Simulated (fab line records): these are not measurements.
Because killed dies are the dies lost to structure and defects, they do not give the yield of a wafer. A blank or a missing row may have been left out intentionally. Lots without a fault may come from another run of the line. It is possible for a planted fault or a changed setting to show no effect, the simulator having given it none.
Which tool did it? + flow nand harc + Sampling: 12 lots, 36 wafers, 4 of 1302 route steps

== WHAT THE GAUGES READ, wafer by wafer ==
NHARC_A_CONTACT_OVL_MEAS_43.
| lot  | measured     | on         | overlay x nm (nm) |
|------|--------------|------------|-------------------|
| L075 | day 22 07:32 | overlay-02 | -1.7 -1.3 -1.3    |
| L078 | day 22 23:38 | overlay-02 | 1.6 1.8 1.5       |
| L079 | day 23 04:27 | overlay-02 | 1.1 0.5 0.7       |
| L081 | day 24 00:12 | overlay-02 | -0.7 -1.0 -1.1    |
| L085 | day 26 00:38 | overlay-01 | 0.0 -0.9 -0.4     |
| L084 | day 26 00:51 | overlay-02 | 0.5 1.1 0.7       |
| L088 | day 27 08:14 | overlay-02 | 0.3 0.4 0.5       |
| L089 | day 27 13:15 | overlay-02 | -0.7 -0.4 -0.2    |
| L092 | day 28 13:29 | overlay-02 | -1.2 -0.4 -0.9    |
| L093 | day 29 02:53 | overlay-01 | -0.6 -0.8 -0.3    |
| L095 | day 29 18:52 | overlay-02 | 0.4 -0.1 0.3      |
| L097 | day 30 22:54 | overlay-02 | 0.0 0.2 0.0       |

== WHAT TOOL EACH LOT RAN ON (gives the tool, then ch and the chambers of the sampled wafers, and finally the start) ==
| lot  | NHARC_A_WL_FILL_ETCHBACK_26      | NHARC_A_WL_FILL_CVD_20                   | NHARC_A_CONTACT_DEP_29          |
|------|----------------------------------|------------------------------------------|---------------------------------|
| L075 | rie si-01 ch 1,2,3, day 22 00:24 | cvd w-01 ch 1, day 22 06:43 or earlier   | pecvd-02 ch 1,2, day 22 06:43   |
| L078 | rie si-06 ch 2,3, day 22 14:30   | cvd w-02 ch 0,1, day 22 22:53 or earlier | pecvd-03 ch 0,1, day 22 22:53   |
| L079 | rie si-05 ch 1,2, day 22 19:41   | cvd w-02 ch 0,1, day 23 03:46 or earlier | pecvd-04 ch 0,2, day 23 03:46   |
| L081 | rie si-06 ch 0,1,3, day 23 16:59 | cvd w-01 ch 0,1, day 23 23:22 or earlier | pecvd-04 ch 0,1, day 23 23:22   |
| L085 | rie si-06 ch 0,3, day 25 12:01   | cvd w-01 ch 1, day 25 23:59 or earlier   | pecvd-04 ch 0,1, day 25 23:59   |
| L084 | rie si-05 ch 0,1,2, day 25 12:02 | cvd w-02 ch 0,1, day 26 00:01 or earlier | pecvd-02 ch 0,1,2, day 26 00:01 |
| L088 | rie si-05 ch 1,2, day 26 23:01   | cvd w-02 ch 0,1, day 27 07:27 or earlier | pecvd-03 ch 0,2, day 27 07:27   |
| L089 | rie si-06 ch 0,1,2, day 27 04:27 | cvd w-01 ch 0,1, day 27 12:26 or earlier | pecvd-03 ch 0,1, day 27 12:26   |
| L092 | rie si-06 ch 0,1,2, day 28 02:59 | cvd w-01 ch 0,1, day 28 12:42 or earlier | pecvd-03 ch 0,1,2, day 28 12:42 |
| L093 | rie si-01 ch 2,3, day 28 18:41   | cvd w-02 ch 0,1, day 29 02:04 or earlier | pecvd-04 ch 0,2, day 29 02:04   |
| L095 | rie si-05 ch 1,3, day 29 11:50   | cvd w-02 ch 0,1, day 29 18:04 or earlier | pecvd-02 ch 0,1,2, day 29 18:04 |
| L097 | rie si-05 ch 0,1,3, day 30 16:04 | cvd w-01 ch 0,1, day 30 22:08 or earlier | pecvd-04 ch 0,1,2, day 30 22:08 |
- NHARC_A_WL_FILL_ETCHBACK_26: etches the open film in HBr, target depth 52 nm, time 13.3 s.
- NHARC_A_WL_FILL_CVD_20: deposits W, target thk 100 nm, time 74 s.
- NHARC_A_CONTACT_DEP_29: deposits SiON, target thk 100 nm.

== THE ANSWER, worked out from the rows above alone ==
Rule: what is usual is taken from the lots themselves. Put in order of their means at a reading, lots are off if they are a third of the lots or fewer, leave a main group of 4 or more, and stand apart from it by a gap of 3 or more times the standard deviation of the main group's means; of several such gaps the widest counts. Not used: any main group whose means are identical at the precision the tables above print for the reading. A lot without any number at a reading at which 4 lots or more have one is off too. Any other lot the step has rows for is counted as sound.
No lot is off on any of the readings shown, so nothing can be concluded from this.

== WHAT WAS PUT IN BY THE SIMULATOR ==
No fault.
